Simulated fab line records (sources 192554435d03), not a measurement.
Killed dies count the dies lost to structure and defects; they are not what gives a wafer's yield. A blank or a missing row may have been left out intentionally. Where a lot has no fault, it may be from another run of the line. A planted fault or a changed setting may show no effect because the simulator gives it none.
fab line records	flow n5-finfet
[record] lots = 24	wafers = 72	last-day = 17
route steps=1938 shown BEOL_M1@840 BEOL_M2@855
lots with no fault: from the same line, run without faults
start-h: hours from the record's first day to the start of the lot's first wafer shown	wait-h: how many hours have passed since the lot's step before this one	" same as the row above	L1.1+2: several wafers, shown together as one row	- no value, or no start given	* or withheld: withheld	< > ~ a bound
route shown NAME@n: NAME is a module with steps in the file, n the number in the route of the first one	usual: average and standard deviation across the fault-free wafers	same: alike in all rows	chamber/n: place in a boat	sites: the reading at each site	_std_site: standard deviation of those values	_edge_site: mean of outer sites minus mean of inner sites	radius-mm: how far each site lies from the wafer's centre	mask NAME#n: copy n	behind: the last tool/chamber to shape the wafer	hold: why the lot went on hold/how many hours it stayed there/how the hold came to an end	device: the transistor (n, p or np) that didn't switch	end of line: the route-end tests of the same wafers	a step with no rows: only its recipe	killed: the dies lost at the first sort to structure and to defects; this is not the yield of the wafer	map: a wafer's dies, marking killed ones x, the rest . and places with no die _
set.NAME: the setting the step ran with; set.NAME@STEP: the setting that earlier step ran with	model.NAME: the simulator's own value behind a step, which no gauge read
a sample of lots followed through the steps of the route, with each step as a table and each wafer as a row
services: the hour from which a tool's chamber was out of use, counted from the record's first day as start-h (under 0 if before that day), plus the number of hours and why
[[steps]]
[step N5_BEOL_M1_INSPECT_59]
[recipe] inspect-instrument = darkfield	mode = post-dep
[usual] raw-defect-count = 71/22
lot.wafer	tool	chamber	start-h	wait-h	raw-defect-count
L074.2	defect-inspect-01	-	131.80	0.0	50
L074.3	"	-	"	"	65
L074.4	"	-	"	"	71
L075.1	defect-inspect-02	-	138.08	0.0	65
L075.4	"	-	"	"	60
L075.5	"	-	"	"	120
L076.3	defect-inspect-01	-	142.85	0.0	63
L076.5	"	-	"	"	50
L076.6	"	-	"	"	57
L077.2	defect-inspect-02	-	146.06	0.0	79
L077.3	"	-	"	"	81
L077.4	"	-	"	"	81
L078.1	defect-inspect-02	-	153.19	0.0	69
L078.4	"	-	"	"	90
L078.5	"	-	"	"	69
L079.1	defect-inspect-02	-	157.33	0.0	60
L079.4	"	-	"	"	77
L079.6	"	-	"	"	52
L080.3	defect-inspect-01	-	160.74	0.0	131
L080.4	"	-	"	"	79
L080.5	"	-	"	"	80
L081.3	defect-inspect-02	-	179.63	0.0	58
L081.5	"	-	"	"	64
L081.6	"	-	"	"	73
L082.1	defect-inspect-02	-	182.82	0.0	186
L082.4	"	-	"	"	94
L082.6	"	-	"	"	91
L083.1	defect-inspect-01	-	186.04	0.0	71
L083.4	"	-	"	"	46
L083.5	"	-	"	"	65
L084.1	defect-inspect-01	-	197.58	0.0	72
L084.2	"	-	"	"	84
L084.6	"	-	"	"	99
L085.3	defect-inspect-01	-	206.35	0.0	49
L085.5	"	-	"	"	35
L085.6	"	-	"	"	69
L086.1	defect-inspect-01	-	208.58	0.0	77
L086.5	"	-	"	"	57
L086.6	"	-	"	"	48
L088.2	defect-inspect-02	-	214.77	0.0	56
L088.5	"	-	"	"	81
L088.6	"	-	"	"	121
L087.1	defect-inspect-01	-	218.83	0.0	54
L087.2	"	-	"	"	42
L087.3	"	-	"	"	50
L090.2	defect-inspect-01	-	221.62	0.0	102
L090.3	"	-	"	"	65
L090.6	"	-	"	"	72
L089.1	defect-inspect-01	-	222.13	0.0	73
L089.4	"	-	"	"	49
L089.6	"	-	"	"	93
L091.1	defect-inspect-01	-	228.71	0.0	52
L091.2	"	-	"	"	76
L091.3	"	-	"	"	87
L092.2	defect-inspect-01	-	240.05	0.0	61
L092.4	"	-	"	"	73
L092.5	"	-	"	"	70
L093.1	defect-inspect-01	-	242.91	0.0	59
L093.5	"	-	"	"	57
L093.6	"	-	"	"	74
L094.1	defect-inspect-01	-	253.58	0.0	99
L094.3	"	-	"	"	69
L094.4	"	-	"	"	100
L095.2	defect-inspect-01	-	255.24	0.0	69
L095.4	"	-	"	"	57
L095.5	"	-	"	"	65
L096.1	defect-inspect-01	-	268.07	0.0	65
L096.3	"	-	"	"	79
L096.6	"	-	"	"	77
L097.3	defect-inspect-01	-	268.98	0.0	46
L097.4	"	-	"	"	66
L097.6	"	-	"	"	57
[step N5_BEOL_M2_OVL_MEAS_12]
[recipe] points-per-wafer = 522
[usual] M2_OVL = 0.3/0.66
lot.wafer	tool	chamber	start-h	wait-h	M2_OVL[nm]
L074.2	overlay-01	0	132.68	0.0	-0.2
L074.3	"	0	"	"	-0.6
L074.4	"	0	"	"	0.5
L075.1	overlay-01	0	139.31	0.0	0.5
L075.4	"	0	"	"	0.6
L075.5	"	0	"	"	0.3
L076.3	overlay-02	0	143.67	0.0	0.3
L076.5	"	0	"	"	0.4
L076.6	"	0	"	"	0.8
L077.2	overlay-01	0	147.46	0.0	1.0
L077.3	"	0	"	"	1.7
L077.4	"	0	"	"	1.5
L078.1	overlay-02	0	156.81	0.0	-1.3
L078.4	"	0	"	"	-1.4
L078.5	"	0	"	"	-0.7
L079.1	overlay-01	0	159.29	0.0	0.5
L079.4	"	0	"	"	0.7
L079.6	"	0	"	"	0.7
L080.3	overlay-01	0	162.98	0.0	0.4
L080.4	"	0	"	"	0.1
L080.5	"	0	"	"	0.0
L081.3	overlay-02	0	180.69	0.0	1.7
L081.5	"	0	"	"	0.9
L081.6	"	0	"	"	1.4
L082.1	overlay-02	0	183.58	0.0	-0.3
L082.4	"	0	"	"	0.4
L082.6	"	0	"	"	-0.4
L083.1	overlay-02	0	186.74	0.0	0.2
L083.4	"	0	"	"	0.7
L083.5	"	0	"	"	0.7
L084.1	overlay-01	0	199.05	0.0	-0.6
L084.2	"	0	"	"	-0.8
L084.6	"	0	"	"	-0.7
L085.3	overlay-02	0	208.87	0.0	0.2
L085.5	"	0	"	"	0.9
L085.6	"	0	"	"	0.5
L086.1	overlay-01	0	210.20	0.0	-0.4
L086.5	"	0	"	"	0.1
L086.6	"	0	"	"	0.0
L088.2	overlay-01	0	217.54	0.0	0.5
L088.5	"	0	"	"	0.6
L088.6	"	0	"	"	0.4
L087.1	overlay-02	0	219.62	0.0	-0.4
L087.2	"	0	"	"	-1.2
L087.3	"	0	"	"	-0.5
L090.2	overlay-02	0	223.57	0.0	-0.3
L090.3	"	0	"	"	0.7
L090.6	"	0	"	"	0.0
L089.1	overlay-02	0	224.44	0.0	0.1
L089.4	"	0	"	"	0.2
L089.6	"	0	"	"	0.6
L091.1	overlay-01	0	230.71	0.0	-0.3
L091.2	"	0	"	"	0.1
L091.3	"	0	"	"	0.8
L092.2	overlay-01	0	242.60	0.0	1.2
L092.4	"	0	"	"	0.9
L092.5	"	0	"	"	1.5
L093.1	overlay-02	0	244.66	0.0	-0.4
L093.5	"	0	"	"	-0.5
L093.6	"	0	"	"	-0.3
L094.1	overlay-02	0	255.68	0.0	0.1
L094.3	"	0	"	"	0.1
L094.4	"	0	"	"	0.4
L095.2	overlay-01	0	256.64	0.0	-0.2
L095.4	"	0	"	"	0.3
L095.5	"	0	"	"	0.0
L096.1	overlay-01	0	268.82	0.0	0.1
L096.3	"	0	"	"	0.2
L096.6	"	0	"	"	1.0
L097.3	overlay-01	0	277.03	0.0	0.3
L097.4	"	0	"	"	0.2
L097.6	"	0	"	"	0.3
[step N5_BEOL_M2_DESCUM_16]
[recipe] chemistry = O2	time-s = 7	source-power-w = 50	bias-power-w = 20	pressure-mtorr = 20	rf-frequency-hz = 2.712e+07	temp-c = 40	resist = CAR-EUV	o2-flow-sccm = 225
[usual] chamber-pressure-mTorr = 19.999/0.017	drypump-motor-current-A = 5.9/0.4	oes-product-au = 0.81/0.081	rf-fwd-power-W = 49.38/0.2	rf-vpp-V = 243.5/1.4	showerhead-plenum-p-Torr = 2.11/0.075	throttle-valve-pct = 20.29/0.21
lot.wafer	tool	chamber	start-h	wait-h	chamber-pressure-mTorr	drypump-motor-current-A	oes-product-au	rf-fwd-power-W	rf-hours-counter-h	rf-vpp-V	showerhead-plenum-p-Torr	throttle-valve-pct
L074.2	rie-diel-04	0	132.77	0.0	20.002	5.4	0.91	49.35	34	244.6	2.14	20.31
L074.3	"	2	"	"	19.994	5.9	0.83	49.63	75	242.7	2.12	20.58
L074.4	"	3	"	"	19.981	5.6	0.69	49.11	249	244.6	2.14	20.40
L075.1	rie-diel-04	0	139.41	0.0	19.982	5.4	0.90	49.32	37	243.3	2.14	20.33
L075.4	"	2	"	"	20.014	5.9	0.83	49.23	-	245.8	2.12	20.59
L075.5	"	0	"	"	19.998	5.4	0.89	49.50	-	244.3	2.14	20.30
L076.3	rie-diel-05	3	143.75	0.0	20.007	5.9	0.67	49.29	230	244.1	2.06	20.57
L076.5	"	0	"	"	20.011	5.1	0.97	49.41	-	246.8	2.23	20.36
L076.6	"	1	"	"	19.998	5.7	0.76	49.35	-	244.3	2.19	20.17
L077.2	rie-diel-06	3	147.54	0.0	20.010	6.6	0.70	49.32	222	241.4	1.97	20.08
L077.3	"	2	"	"	19.977	5.6	0.79	49.53	145	242.2	2.01	20.41
L077.4	"	1	"	"	20.025	6.4	0.87	49.13	58	245.2	2.22	20.32
L078.1	rie-diel-06	0	156.90	0.0	20.005	5.9	0.74	49.20	146	244.1	2.10	20.31
L078.4	"	1	"	"	20.019	6.5	0.87	49.13	62	244.0	2.22	20.32
L078.5	"	1	"	"	20.018	6.4	0.87	49.18	-	245.0	2.22	20.34
L079.1	rie-diel-04	2	159.84	0.5	19.985	5.9	0.82	49.55	87	244.1	2.12	20.61
L079.4	"	3	"	"	19.993	5.6	1.00	49.12	1	244.7	2.14	20.01
L079.6	"	3	"	"	19.993	5.6	0.98	49.25	-	244.7	2.14	20.02
L080.3	rie-diel-04	0	163.49	0.5	20.016	5.4	0.88	49.40	48	245.1	2.13	20.34
L080.4	"	2	"	"	19.988	5.9	0.81	49.66	88	242.4	2.12	20.62
L080.5	"	1	"	"	19.987	6.0	0.86	49.61	-	243.9	2.13	19.96
L081.3	rie-diel-06	1	180.77	0.0	20.007	6.4	0.86	49.29	68	243.7	2.22	20.35
L081.5	"	1	"	"	20.020	6.4	0.86	49.27	-	244.3	2.21	20.34
L081.6	"	0	"	"	20.020	5.9	0.73	49.34	-	241.8	2.10	20.32
L082.1	rie-diel-04	1	183.67	0.0	19.985	6.0	0.86	49.45	59	244.3	2.12	19.98
L082.4	"	3	"	"	20.007	5.6	0.95	49.55	8	244.4	2.14	20.01
L082.6	"	1	"	"	20.007	6.0	0.85	49.61	-	242.7	2.12	19.97
L083.1	rie-diel-05	2	186.83	0.0	19.974	5.8	0.92	49.60	24	243.5	2.14	19.84
L083.4	"	0	"	"	19.999	5.1	0.90	49.45	18	244.4	2.23	20.38
L083.5	"	0	"	"	19.997	5.1	0.91	49.31	-	244.5	2.23	20.39
L084.1	rie-diel-06	1	199.42	0.3	20.009	6.4	0.85	48.97	73	245.0	2.21	20.35
L084.2	"	2	"	"	20.055	5.6	0.77	49.71	163	242.6	2.00	20.45
L084.6	"	3	"	"	20.002	6.6	0.68	49.26	-	241.9	1.97	20.12
L085.3	rie-diel-06	3	209.01	0.1	19.996	6.6	0.67	49.37	243	240.4	1.97	20.12
L085.5	"	3	"	"	20.014	6.6	0.67	49.39	-	241.5	1.97	20.11
L085.6	"	0	"	"	19.991	5.9	0.73	49.27	-	244.0	2.10	20.34
L086.1	rie-diel-06	0	210.41	0.1	20.006	5.9	0.73	49.33	165	242.5	2.10	20.34
L086.5	"	2	"	"	19.984	5.6	0.76	49.71	-	242.5	2.00	20.44
L086.6	"	3	"	"	19.993	6.6	0.68	49.29	-	242.3	1.97	20.11
L088.2	rie-diel-06	1	217.67	0.1	20.005	6.4	0.85	49.20	78	246.5	2.21	20.36
L088.5	"	0	"	"	20.016	5.9	0.73	49.45	-	242.4	2.10	20.35
L088.6	"	1	"	"	19.985	6.4	0.85	49.31	-	244.7	2.21	20.35
L087.1	rie-diel-06	1	219.71	0.0	20.021	6.5	0.85	49.22	78	243.5	2.21	20.36
L087.2	"	3	"	"	20.037	6.6	0.69	49.40	247	241.2	1.97	20.13
L087.3	"	0	"	"	20.002	5.9	0.73	49.19	167	242.8	2.09	20.33
L090.2	rie-diel-04	0	224.04	0.4	19.999	5.4	0.86	49.32	64	242.3	2.13	20.35
L090.3	"	3	"	"	20.022	5.6	0.91	49.29	24	244.1	2.13	20.06
L090.6	"	1	"	"	20.028	6.0	0.83	49.76	-	244.5	2.12	19.98
L089.1	rie-diel-06	0	224.53	0.0	20.008	5.9	0.73	49.28	169	242.4	2.09	20.35
L089.4	"	1	"	"	20.009	6.4	0.85	49.37	80	245.4	2.21	20.36
L089.6	"	3	"	"	20.011	6.6	0.68	49.28	-	240.1	1.97	20.13
L091.1	rie-diel-06	2	230.80	0.0	19.998	5.6	0.75	49.67	172	242.6	2.00	20.48
L091.2	"	0	"	"	20.020	5.9	0.72	49.17	171	243.7	2.09	20.33
L091.3	"	1	"	"	19.985	6.4	0.83	49.23	82	244.0	2.21	20.36
L092.2	rie-diel-04	1	242.69	0.0	19.993	6.0	0.82	50.00	81	244.7	2.12	20.01
L092.4	"	3	"	"	20.030	5.6	0.90	49.19	31	243.0	2.13	20.07
L092.5	"	3	"	"	19.981	5.6	0.90	49.22	-	243.8	2.13	20.07
L093.1	rie-diel-04	3	244.75	0.0	20.020	5.6	0.89	49.50	31	245.3	2.13	20.06
L093.5	"	3	"	"	20.009	5.6	0.88	49.39	-	244.3	2.13	20.07
L093.6	"	2	"	"	20.017	5.9	0.78	49.61	-	243.9	2.11	20.66
L094.1	rie-diel-05	1	255.95	0.2	20.036	5.7	0.72	49.34	168	243.5	2.17	20.23
L094.3	"	3	"	"	19.997	5.9	0.97	49.48	4	243.8	2.06	20.21
L094.4	"	2	"	"	19.995	5.8	0.87	49.52	53	244.2	2.13	19.86
L095.2	rie-diel-06	2	256.82	0.1	19.996	5.6	0.74	49.67	182	242.4	1.99	20.48
L095.4	"	0	"	"	19.999	5.9	0.72	49.14	182	242.6	2.09	20.36
L095.5	"	1	"	"	19.965	6.4	0.83	49.09	-	244.1	2.21	20.39
L096.1	rie-diel-04	1	268.92	0.0	20.019	6.0	0.81	49.60	91	243.2	2.11	20.02
L096.3	"	0	"	"	20.023	5.4	0.83	49.33	82	243.9	2.12	20.37
L096.6	"	2	"	"	19.980	5.9	0.77	49.41	-	243.0	2.10	20.66
L097.3	rie-diel-04	3	277.11	0.0	19.989	5.6	0.87	49.11	43	243.9	2.13	20.08
L097.4	"	0	"	"	19.975	5.4	0.83	49.39	84	243.0	2.12	20.39
L097.6	"	0	"	"	20.014	5.4	0.83	49.20	-	244.6	2.12	20.41
[step N5_BEOL_M2_STRIP_66]
[recipe] chemistry = CF4	resist = SiARC	power-w = 300	bias-power-w = 75	pressure-mtorr = 50	cf4-flow-sccm = 150	rf-frequency-hz = 6e+07
[usual] chamber-pressure-mTorr = 50.00/0.047	drypump-motor-current-A = 5.9/0.41	oes-product-au = 0.79/0.076	rf-fwd-power-W = 292.5/0.97	rf-vpp-V = 271.4/1.5	showerhead-plenum-p-Torr = 1.81/0.06	throttle-valve-pct = 13.45/0.18
lot.wafer	tool	chamber	start-h	wait-h	chamber-pressure-mTorr	drypump-motor-current-A	oes-product-au	rf-fwd-power-W	rf-hours-counter-h	rf-vpp-V	showerhead-plenum-p-Torr	throttle-valve-pct
L074.2	rie-diel-04	0	132.98	0.0	50.00	5.4	0.88	293.7	34	272.5	1.83	13.41
L074.3	"	2	"	"	50.10	5.9	0.81	292.4	75	271.7	1.81	13.64
L074.4	"	3	"	"	49.92	5.6	0.68	293.2	249	272.4	1.83	13.70
L075.1	rie-diel-04	0	139.62	0.0	50.00	5.4	0.88	291.3	37	272.1	1.83	13.42
L075.4	"	2	"	"	49.93	5.9	0.81	293.2	-	271.4	1.81	13.65
L075.5	"	0	"	"	50.02	5.4	0.87	293.0	-	271.3	1.83	13.42
L076.3	rie-diel-05	3	143.96	0.0	49.96	5.9	0.66	292.8	230	271.1	1.77	13.79
L076.5	"	0	"	"	49.99	5.1	0.94	290.0	-	274.2	1.90	13.41
L076.6	"	1	"	"	50.01	5.6	0.75	293.2	-	273.7	1.87	13.40
L077.2	rie-diel-06	3	147.76	0.0	49.98	6.6	0.69	294.6	222	268.2	1.70	13.39
L077.3	"	2	"	"	50.03	5.7	0.77	292.0	145	269.0	1.73	13.62
L077.4	"	1	"	"	49.96	6.5	0.86	294.7	58	272.2	1.90	13.45
L078.1	rie-diel-06	0	157.11	0.0	49.98	5.9	0.74	292.3	146	271.2	1.79	13.45
L078.4	"	1	"	"	49.98	6.4	0.86	291.0	62	274.0	1.90	13.45
L078.5	"	1	"	"	49.97	6.5	0.86	292.1	-	273.5	1.90	13.47
L079.1	rie-diel-04	2	160.05	0.0	50.06	5.9	0.81	292.3	87	272.0	1.81	13.68
L079.4	"	3	"	"	49.93	5.6	0.95	291.2	1	273.6	1.83	13.14
L079.6	"	3	"	"	50.03	5.6	0.96	293.0	-	271.6	1.83	13.13
L080.3	rie-diel-04	0	163.71	0.0	50.02	5.4	0.85	293.7	48	271.4	1.83	13.45
L080.4	"	2	"	"	49.94	5.9	0.81	291.7	88	273.2	1.81	13.68
L080.5	"	1	"	"	49.94	6.0	0.85	291.2	-	270.4	1.83	13.17
L081.3	rie-diel-06	1	180.98	0.0	49.97	6.4	0.85	292.3	68	274.6	1.89	13.48
L081.5	"	1	"	"	50.15	6.5	0.85	292.6	-	273.1	1.89	13.47
L081.6	"	0	"	"	50.01	5.9	0.73	291.6	-	270.3	1.79	13.48
L082.1	rie-diel-04	1	183.89	0.0	50.10	6.0	0.85	292.7	59	271.6	1.82	13.18
L082.4	"	3	"	"	50.04	5.6	0.92	291.8	8	273.9	1.83	13.16
L082.6	"	1	"	"	50.03	6.0	0.85	291.2	-	274.2	1.82	13.19
L083.1	rie-diel-05	2	187.04	0.0	50.09	5.8	0.89	291.3	24	271.3	1.83	13.02
L083.4	"	0	"	"	49.97	5.1	0.88	292.8	18	272.8	1.90	13.45
L083.5	"	0	"	"	49.98	5.1	0.88	292.9	-	273.9	1.90	13.44
L084.1	rie-diel-06	1	199.63	0.0	49.99	6.5	0.84	293.3	73	272.5	1.89	13.50
L084.2	"	2	"	"	49.96	5.6	0.75	291.5	163	269.5	1.72	13.64
L084.6	"	3	"	"	50.03	6.6	0.67	292.1	-	270.0	1.70	13.42
L085.3	rie-diel-06	3	209.23	0.0	49.94	6.6	0.67	292.7	244	268.1	1.70	13.45
L085.5	"	3	"	"	50.05	6.6	0.68	292.8	-	269.1	1.70	13.45
L085.6	"	0	"	"	50.07	5.9	0.72	291.6	-	272.7	1.79	13.50
L086.1	rie-diel-06	0	210.62	0.0	50.01	5.9	0.72	290.9	165	270.5	1.79	13.49
L086.5	"	2	"	"	49.99	5.6	0.75	291.6	-	269.4	1.72	13.65
L086.6	"	3	"	"	50.06	6.6	0.67	293.1	-	269.1	1.70	13.42
L088.2	rie-diel-06	1	217.88	0.0	49.99	6.5	0.83	293.7	78	273.1	1.89	13.50
L088.5	"	0	"	"	49.96	5.9	0.73	291.7	-	270.4	1.79	13.49
L088.6	"	1	"	"	50.02	6.5	0.83	293.1	-	272.9	1.89	13.49
L087.1	rie-diel-06	1	219.92	0.0	49.96	6.5	0.83	293.3	78	272.7	1.89	13.50
L087.2	"	3	"	"	50.09	6.6	0.67	291.2	247	270.3	1.70	13.43
L087.3	"	0	"	"	49.97	5.9	0.72	293.7	167	271.3	1.79	13.49
L090.2	rie-diel-04	0	224.26	0.0	50.00	5.4	0.84	293.6	64	271.6	1.82	13.48
L090.3	"	3	"	"	50.00	5.6	0.88	292.5	24	272.9	1.83	13.19
L090.6	"	1	"	"	50.07	6.0	0.82	292.5	-	270.2	1.82	13.23
L089.1	rie-diel-06	0	224.74	0.0	49.99	5.9	0.72	290.8	169	271.3	1.79	13.48
L089.4	"	1	"	"	50.00	6.5	0.84	292.5	80	273.2	1.89	13.51
L089.6	"	3	"	"	50.00	6.6	0.68	294.1	-	270.6	1.70	13.45
L091.1	rie-diel-06	2	231.01	0.0	49.89	5.6	0.74	292.0	172	271.3	1.72	13.67
L091.2	"	0	"	"	49.97	5.9	0.72	293.0	171	270.9	1.79	13.51
L091.3	"	1	"	"	50.00	6.5	0.83	292.7	82	273.6	1.89	13.51
L092.2	rie-diel-04	1	242.90	0.0	49.97	6.0	0.81	293.5	81	271.7	1.82	13.25
L092.4	"	3	"	"	49.97	5.6	0.87	293.6	31	271.9	1.82	13.19
L092.5	"	3	"	"	50.03	5.6	0.88	294.1	-	272.4	1.82	13.20
L093.1	rie-diel-04	3	244.97	0.0	50.02	5.6	0.87	293.1	31	270.8	1.82	13.21
L093.5	"	3	"	"	50.06	5.6	0.87	291.8	-	272.0	1.82	13.19
L093.6	"	2	"	"	49.95	5.9	0.77	290.8	-	270.9	1.80	13.73
L094.1	rie-diel-05	1	256.16	0.0	49.90	5.6	0.71	294.0	168	271.5	1.86	13.52
L094.3	"	3	"	"	50.07	5.9	0.95	293.6	5	270.6	1.76	13.27
L094.4	"	2	"	"	50.01	5.8	0.85	292.9	53	271.7	1.82	13.08
L095.2	rie-diel-06	2	257.03	0.0	50.07	5.6	0.74	292.5	182	269.0	1.72	13.68
L095.4	"	0	"	"	50.04	5.9	0.71	291.5	182	271.7	1.78	13.53
L095.5	"	1	"	"	49.98	6.4	0.82	293.4	-	271.6	1.89	13.52
L096.1	rie-diel-04	1	269.13	0.0	50.02	6.0	0.80	293.5	91	271.5	1.82	13.26
L096.3	"	0	"	"	50.02	5.4	0.81	292.7	82	270.1	1.82	13.53
L096.6	"	2	"	"	50.04	5.9	0.77	292.7	-	270.7	1.80	13.75
L097.3	rie-diel-04	3	277.32	0.0	50.01	5.6	0.85	292.0	43	272.2	1.82	13.22
L097.4	"	0	"	"	50.00	5.5	0.81	294.4	84	272.4	1.82	13.53
L097.6	"	0	"	"	50.01	5.4	0.81	294.2	-	273.5	1.82	13.54
[step N5_BEOL_M2_CD_MEAS_28]
[recipe] target-cd-nm = 26.2	landing-energy-ev = 500	detector = se-inlens	target-cd-y-nm = 24.1	polarity = opening
[usual] cd-nm = 26.14/0.24
lot.wafer	tool	chamber	start-h	wait-h	cd-nm
L074.2	cd-sem-03	0	133.65	-	25.78
L074.3	"	0	"	"	26.13
L074.4	"	0	"	"	26.00
L075.1	cd-sem-01	0	140.38	-	25.90
L075.4	"	0	"	"	25.87
L075.5	"	0	"	"	26.04
L076.3	cd-sem-03	0	144.50	-	26.43
L076.5	"	0	"	"	25.56
L076.6	"	0	"	"	25.79
L077.2	cd-sem-03	0	148.30	-	25.86
L077.3	"	0	"	"	26.18
L077.4	"	0	"	"	25.98
L078.1	cd-sem-03	0	157.78	-	25.92
L078.4	"	0	"	"	26.17
L078.5	"	0	"	"	26.22
L079.1	cd-sem-02	0	160.74	-	26.60
L079.4	"	0	"	"	26.36
L079.6	"	0	"	"	26.37
L080.3	cd-sem-02	0	164.25	-	26.24
L080.4	"	0	"	"	26.12
L080.5	"	0	"	"	26.32
L081.3	cd-sem-03	0	181.53	-	25.97
L081.5	"	0	"	"	26.45
L081.6	"	0	"	"	26.23
L082.1	cd-sem-01	0	184.67	-	26.29
L082.4	"	0	"	"	26.40
L082.6	"	0	"	"	26.17
L083.1	cd-sem-02	0	187.58	-	26.36
L083.4	"	0	"	"	26.13
L083.5	"	0	"	"	25.90
L084.1	cd-sem-03	0	200.21	-	25.62
L084.2	"	0	"	"	25.86
L084.6	"	0	"	"	26.32
L085.3	cd-sem-02	0	210.70	-	26.06
L085.5	"	0	"	"	26.11
L085.6	"	0	"	"	26.08
L086.1	cd-sem-02	0	211.40	-	26.05
L086.5	"	0	"	"	25.97
L086.6	"	0	"	"	26.01
L088.2	cd-sem-03	0	218.43	-	26.23
L088.5	"	0	"	"	26.31
L088.6	"	0	"	"	26.25
L087.1	cd-sem-01	0	220.46	-	26.23
L087.2	"	0	"	"	26.22
L087.3	"	0	"	"	26.95
L090.2	cd-sem-03	0	224.92	-	26.44
L090.3	"	0	"	"	26.05
L090.6	"	0	"	"	26.16
L089.1	cd-sem-02	0	225.36	-	26.33
L089.4	"	0	"	"	26.02
L089.6	"	0	"	"	25.81
L091.1	cd-sem-03	0	231.68	-	26.06
L091.2	"	0	"	"	26.55
L091.3	"	0	"	"	26.05
L092.2	cd-sem-01	0	243.44	-	25.88
L092.4	"	0	"	"	25.82
L092.5	"	0	"	"	26.02
L093.1	cd-sem-02	0	245.54	-	26.52
L093.5	"	0	"	"	26.29
L093.6	"	0	"	"	25.94
L094.1	cd-sem-01	0	256.90	-	26.05
L094.3	"	0	"	"	26.19
L094.4	"	0	"	"	26.11
L095.2	cd-sem-02	0	257.57	-	26.28
L095.4	"	0	"	"	26.29
L095.5	"	0	"	"	25.73
L096.1	cd-sem-01	0	269.79	-	26.10
L096.3	"	0	"	"	26.24
L096.6	"	0	"	"	26.13
L097.3	cd-sem-01	0	277.97	-	25.78
L097.4	"	0	"	"	26.22
L097.6	"	0	"	"	26.21
[step N5_BEOL_M2_ANNEAL_93]
[recipe] temp-c = 400	time-s = 240	ambient = vacuum
[usual] heater-power-w = 842/90
lot.wafer	tool	chamber	start-h	wait-h	heater-power-w
L074.2	pvd-sputter-01	-	136.81	0.0	751
L074.3	"	-	"	"	826
L074.4	"	-	"	"	984
L075.1	pvd-sputter-02	-	151.89	0.0	900
L075.4	"	-	"	"	826
L075.5	"	-	"	"	693
L076.3	pvd-sputter-03	-	152.00	0.0	801
L076.5	"	-	"	"	767
L076.6	"	-	"	"	978
L077.2	pvd-sputter-03	-	153.84	0.0	784
L077.3	"	-	"	"	818
L077.4	"	-	"	"	957
L078.1	pvd-sputter-01	-	163.22	0.0	928
L078.4	"	-	"	"	834
L078.5	"	-	"	"	938
L079.1	pvd-sputter-01	-	171.23	0.0	954
L079.4	"	-	"	"	740
L079.6	"	-	"	"	974
L080.3	pvd-sputter-02	-	178.61	0.0	901
L080.4	"	-	"	"	743
L080.5	"	-	"	"	700
L081.3	pvd-sputter-02	-	184.81	0.0	721
L081.5	"	-	"	"	910
L081.6	"	-	"	"	812
L082.1	pvd-sputter-02	-	188.71	0.0	704
L082.4	"	-	"	"	752
L082.6	"	-	"	"	920
L083.1	pvd-sputter-01	-	197.07	0.0	1017
L083.4	"	-	"	"	765
L083.5	"	-	"	"	941
L084.1	pvd-sputter-03	-	208.98	0.0	876
L084.2	"	-	"	"	986
L084.6	"	-	"	"	791
L085.3	pvd-sputter-01	-	216.38	0.0	998
L085.5	"	-	"	"	943
L085.6	"	-	"	"	753
L086.1	pvd-sputter-02	-	218.15	0.0	770
L086.5	"	-	"	"	825
L086.6	"	-	"	"	730
L088.2	pvd-sputter-02	-	227.56	0.0	815
L088.5	"	-	"	"	735
L088.6	"	-	"	"	796
L089.1	pvd-sputter-02	-	234.45	0.0	743
L089.4	"	-	"	"	831
L089.6	"	-	"	"	785
L087.1	pvd-sputter-01	-	234.51	0.0	840
L087.2	"	-	"	"	941
L087.3	"	-	"	"	762
L090.2	pvd-sputter-03	-	235.45	0.0	774
L090.3	"	-	"	"	824
L090.6	"	-	"	"	796
L091.1	pvd-sputter-03	-	238.41	0.0	807
L091.2	"	-	"	"	894
L091.3	"	-	"	"	998
L093.1	pvd-sputter-03	-	250.17	0.0	890
L093.5	"	-	"	"	899
L093.6	"	-	"	"	798
L092.2	pvd-sputter-02	-	250.38	0.0	704
L092.4	"	-	"	"	742
L092.5	"	-	"	"	711
L094.1	pvd-sputter-03	-	270.41	0.0	881
L094.3	"	-	"	"	772
L094.4	"	-	"	"	1002
L095.2	pvd-sputter-03	-	278.57	0.0	799
L095.4	"	-	"	"	770
L095.5	"	-	"	"	799
L096.1	pvd-sputter-01	-	283.23	0.0	977
L096.3	"	-	"	"	764
L096.6	"	-	"	"	919
L097.3	pvd-sputter-02	-	285.01	0.0	730
L097.4	"	-	"	"	902
L097.6	"	-	"	"	791
[[services]]
tool	chamber	start-h	hours	kind
rie-diel-05	0	116.69	-	clean
rie-diel-05	0	116.69	-	consumable-replace:focus-ring
rie-diel-05	0	116.69	-	consumable-replace:showerhead
rie-diel-05	0	116.69	19.2	scheduled-down
rie-diel-05	0	116.69	19.2	vent-cycle
rie-diel-05	2	132.80	6.0	repair
rie-diel-04	3	137.04	-	clean
rie-diel-04	3	137.04	-	consumable-replace:focus-ring
rie-diel-04	3	137.04	17.2	scheduled-down
rie-diel-04	3	137.04	17.2	vent-cycle
pvd-sputter-02	-	153.37	1.0	repair
pvd-sputter-03	-	169.70	3.3	repair
rie-diel-05	3	204.47	-	clean
rie-diel-05	3	204.47	-	consumable-replace:focus-ring
rie-diel-05	3	204.47	40.2	scheduled-down
rie-diel-05	3	204.47	40.2	vent-cycle
rie-diel-06	3	228.27	-	clean
rie-diel-06	3	228.27	-	consumable-replace:focus-ring
rie-diel-06	3	228.27	-	consumable-replace:showerhead
rie-diel-06	3	228.27	22.3	scheduled-down
rie-diel-06	3	228.27	22.3	vent-cycle
[[key]]
fault none
